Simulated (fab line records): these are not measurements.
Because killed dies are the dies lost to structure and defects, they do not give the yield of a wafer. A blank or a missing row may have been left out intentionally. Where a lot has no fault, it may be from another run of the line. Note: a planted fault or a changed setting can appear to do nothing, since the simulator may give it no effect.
Chamber matching ; flow n5 finfet ; N5_BEOL_M6_DESCUM_16 on rie diel-03: 4 sister chambers
The step chemistry O2, time 7.9 s. 16 wafers are shown with their chamber, then 8 later ones without.

## WAFERS PAIRED WITH THEIR CHAMBERS
wafer;chamber;showerhead plenum p Torr (Torr);drypump motor current A (A);oes product au (a.u.)
L074.3;2;2.22;5.8;0.91
L074.5;2;2.22;5.7;0.90
L074.6;0;2.01;5.3;0.73
L076.4;3;2.20;6.6;0.80
L076.5;1;2.14;5.7;1.01
L076.6;0;2.01;5.4;0.73
L078.1;3;2.20;6.6;0.79
L078.2;2;2.22;5.7;0.90
L078.3;0;2.01;5.3;0.72
L078.4;1;2.14;5.7;0.97
L078.5;2;2.22;5.7;0.90
L078.6;3;2.20;6.6;0.80
L080.2;1;2.14;5.7;0.99
L080.5;0;2.01;5.3;0.72
L080.6;3;2.19;6.6;0.81
L083.3;2;2.22;5.7;0.90

SIGNATURES, as means of the wafers listed above
reading;chamber 0;chamber 1;chamber 2;chamber 3;scatter within a chamber
showerhead plenum p Torr;2.0100;2.1400;2.2200;2.1975;0.0025
drypump motor current A;5.325;5.700;5.720;6.600;0.0359
oes product au;0.7250;0.9900;0.9020;0.8000;0.00992
Rule: for a wafer and a chamber, the distance is found by dividing, reading by reading, the gap between the wafer's reading and the chamber's mean by the reading's scatter, squaring, summing and taking the root. If the next closest chamber is less than 2 further off than the closest, the wafer can't be placed; otherwise it belongs to the closest. The scatter: take each reading less its chamber's mean, square it, sum over the shown wafers, divide by the number of wafers less the number of chambers, and take the root.

## WAFERS WITH NO CHAMBER GIVEN
wafer;showerhead plenum p Torr (Torr);drypump motor current A (A);oes product au (a.u.)
L083.5;2.01;5.3;0.73
L083.6;2.19;6.6;0.81
L088.1;2.01;5.4;0.71
L088.5;2.21;5.7;0.87
L088.6;2.19;6.6;0.78
L089.2;2.21;5.7;0.86
L089.5;2.21;5.7;0.87
L089.6;2.13;5.7;0.93

## THE CHAMBER EACH PASSED THROUGH
wafer;from the rows above;in truth
L083.5;0;0
L083.6;3;3
L088.1;0;0
L088.5;2;2
L088.6;3;3
L089.2;2;2
L089.5;2;2
L089.6;1;1
8 of 8 placed correctly. Left unplaced by these rows: 0. Number placed wrongly: 0.
